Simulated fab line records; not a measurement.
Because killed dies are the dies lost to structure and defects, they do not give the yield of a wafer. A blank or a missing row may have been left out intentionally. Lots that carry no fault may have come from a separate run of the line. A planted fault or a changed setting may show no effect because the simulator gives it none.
Matching of chambers    flow n5-finfet    N5_BEOL_M13_TRENCH_ETCH_34 on rie-diel-01 has 4 sister chambers
The step etches SiOC in C4F8/O2/Ar, target depth 413.47 nm, time 162.6 s. 18 wafers are shown with their chamber, then 9 later ones without.

## WAFERS PAIRED WITH THEIR CHAMBERS
wafer   chamber  drypump-motor-current-A (A)  showerhead-plenum-p-Torr (Torr)  throttle-valve-pct (%)
L075.1  0        5.6                          3.42                             24.22
L075.4  3        5.2                          3.49                             23.88
L075.5  2        5.7                          3.32                             23.84
L076.2  0        5.6                          3.42                             24.20
L076.3  1        5.7                          3.45                             24.17
L076.6  3        5.2                          3.49                             23.89
L077.3  2        5.7                          3.31                             23.84
L077.4  1        5.7                          3.45                             24.19
L077.6  0        5.6                          3.42                             24.22
L079.1  2        5.7                          3.31                             23.85
L079.2  3        5.2                          3.48                             23.91
L079.3  0        5.6                          3.42                             24.23
L079.4  0        5.6                          3.42                             24.22
L079.5  3        5.2                          3.48                             23.91
L079.6  2        5.7                          3.31                             23.85
L083.1  3        5.1                          3.47                             23.91
L083.2  2        5.7                          3.30                             23.86
L083.4  0        5.6                          3.41                             24.25

SIGNATURES (averages over the wafers above)
reading                   chamber 0  chamber 1  chamber 2  chamber 3  scatter within a chamber
drypump-motor-current-A   5.600      5.700      5.700      5.180      0.0239
showerhead-plenum-p-Torr  3.4183     3.4500     3.3100     3.4820     0.00634
throttle-valve-pct        24.2233    24.1800    23.8480    23.9000    0.0137
Rule: a wafer lies at a distance from a chamber equal to the root of the sum of squares, over the readings, of (its reading less the chamber's mean, divided by the reading's scatter). The wafer belongs to the nearest chamber; if the next one is less than 2 further off, it can't be placed. How the scatter is found: for the shown wafers, subtract from each reading the mean of its chamber, square and add these, divide the total by (wafers less chambers), then take the root.

## WAFERS MISSING THEIR CHAMBER
wafer   drypump-motor-current-A (A)  showerhead-plenum-p-Torr (Torr)  throttle-valve-pct (%)
L086.2  5.6                          3.41                             24.23
L086.3  5.7                          3.30                             23.87
L086.5  5.6                          3.41                             24.24
L087.2  5.6                          3.41                             24.25
L087.3  5.2                          3.47                             23.94
L087.6  5.7                          3.30                             23.87
L089.3  5.7                          3.30                             23.87
L089.5  5.2                          3.47                             23.94
L089.6  5.7                          3.30                             23.86

## THE CHAMBER EACH PASSED THROUGH
wafer   from the rows above  in truth
L086.2  0                    0
L086.3  2                    2
L086.5  0                    0
L087.2  0                    0
L087.3  3                    3
L087.6  2                    2
L089.3  2                    2
L089.5  3                    3
L089.6  2                    2
Placed correctly: 9 of 9. From these rows, 0 cannot be placed. Placed wrongly: 0.
